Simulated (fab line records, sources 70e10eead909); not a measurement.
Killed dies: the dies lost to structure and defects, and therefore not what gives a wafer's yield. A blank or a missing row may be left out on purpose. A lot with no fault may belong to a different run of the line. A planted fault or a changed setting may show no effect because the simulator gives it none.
A lot that was struck, set against a sound lot -- flow nand_harc -- 15 out of 1302 route steps
Sound: the wafers L988.1, L988.4, L988.5. The struck wafers were L101.1, L101.3, L101.4. The cause is named last.
At each step with rows: each side's tool, then ch and its chambers, then its first start. Under that, the readings that differ: sound wafers -- struck wafers -- difference of the means -- sigmas: that difference in standard deviations of wafers without a fault.
alike: a reading whose means differ by less than 2 such deviations, as well as words and numbers matching on both sides. not compared: withheld readings; readings where some wafer has no value; bounds like >300 that might hide an equal value; numbers whose values overlap and for which the record gives no deviation.
Wherever a step has rows on one side only, a row that says differs or no value, or a row with sigmas, the two part there. Non-overlapping numbers with no deviation appear without sigmas and do not part them. A reading missing from all wafers of one side parts the sides only when that side holds two or more wafers.

NHARC_P_GATE_CD_MEAS_46: the cd target is 720 nm.
  sound on cd_sem-01 ch 0, day 7 16:37; struck on cd_sem-02 ch 0, day 12 11:10
  alike: cd_nm
then, 1 step without rows for these wafers: NHARC_P_GATE_HARDBAKE_47 (time 80 s).
NHARC_P_GATE_DESCUM_48: chemistry O2, time 3 s.
  sound on rie_diel-02 ch 0,2, day 7 16:47; struck on rie_diel-02 ch 0,1,2, day 12 11:21
  alike: drypump_motor_current_A, oes_product_au, rf_vpp_V, showerhead_plenum_p_Torr, throttle_valve_pct
  not compared: rf_hours_counter_h
following that, these wafers have no rows for 1 step: NHARC_P_GATE_IMPLANT_49.
NHARC_P_GATE_STRIP_111: strips in N2/H2, time 250 s.
  sound on plasma_asher-01 ch 0,1, day 7 17:16; struck on plasma_asher-02 ch 0,1, day 12 11:43
  alike: drypump_motor_current_A, heater_power_w
  not compared: rf_hours_counter_h
NHARC_P_GATE_STRIP_75: strips in O2.
  sound on plasma_asher-01 ch 0,1, day 7 17:31; struck on plasma_asher-02 ch 0,1, day 12 12:01
  alike: drypump_motor_current_A, heater_power_w
  not compared: rf_hours_counter_h
then, 6 steps without rows for these wafers: NHARC_P_GATE_STRIP_50 (strips in SPM, time 900 s); NHARC_P_GATE_DEHYDRATE_51 (time 120 s); NHARC_P_GATE_HMDS_52 (time 30 s); NHARC_P_GATE_COAT_53; NHARC_P_GATE_SOFTBAKE_54 (time 95 s); NHARC_P_GATE_EBR_55.
NHARC_P_GATE_EXPOSE_56: exposes mask P PSD, target cd 720 nm.
  sound on krf_scanner-01 ch 0, day 7 18:20; struck on krf_scanner-01 ch 0, day 12 12:47
reading,sound,struck,difference,sigmas
model.P_GATE.overlay_x_nm (nm),-3.328 -3.328 -3.328,-73.23 -73.23 -73.23,-69.90,
  alike: mask
then, 2 steps without rows for these wafers: NHARC_P_GATE_PEB_57 (peb time 85 s); NHARC_END_SORT_01.

WHERE THEY PART
Nowhere in this record.

WHY: whatever the simulator had introduced
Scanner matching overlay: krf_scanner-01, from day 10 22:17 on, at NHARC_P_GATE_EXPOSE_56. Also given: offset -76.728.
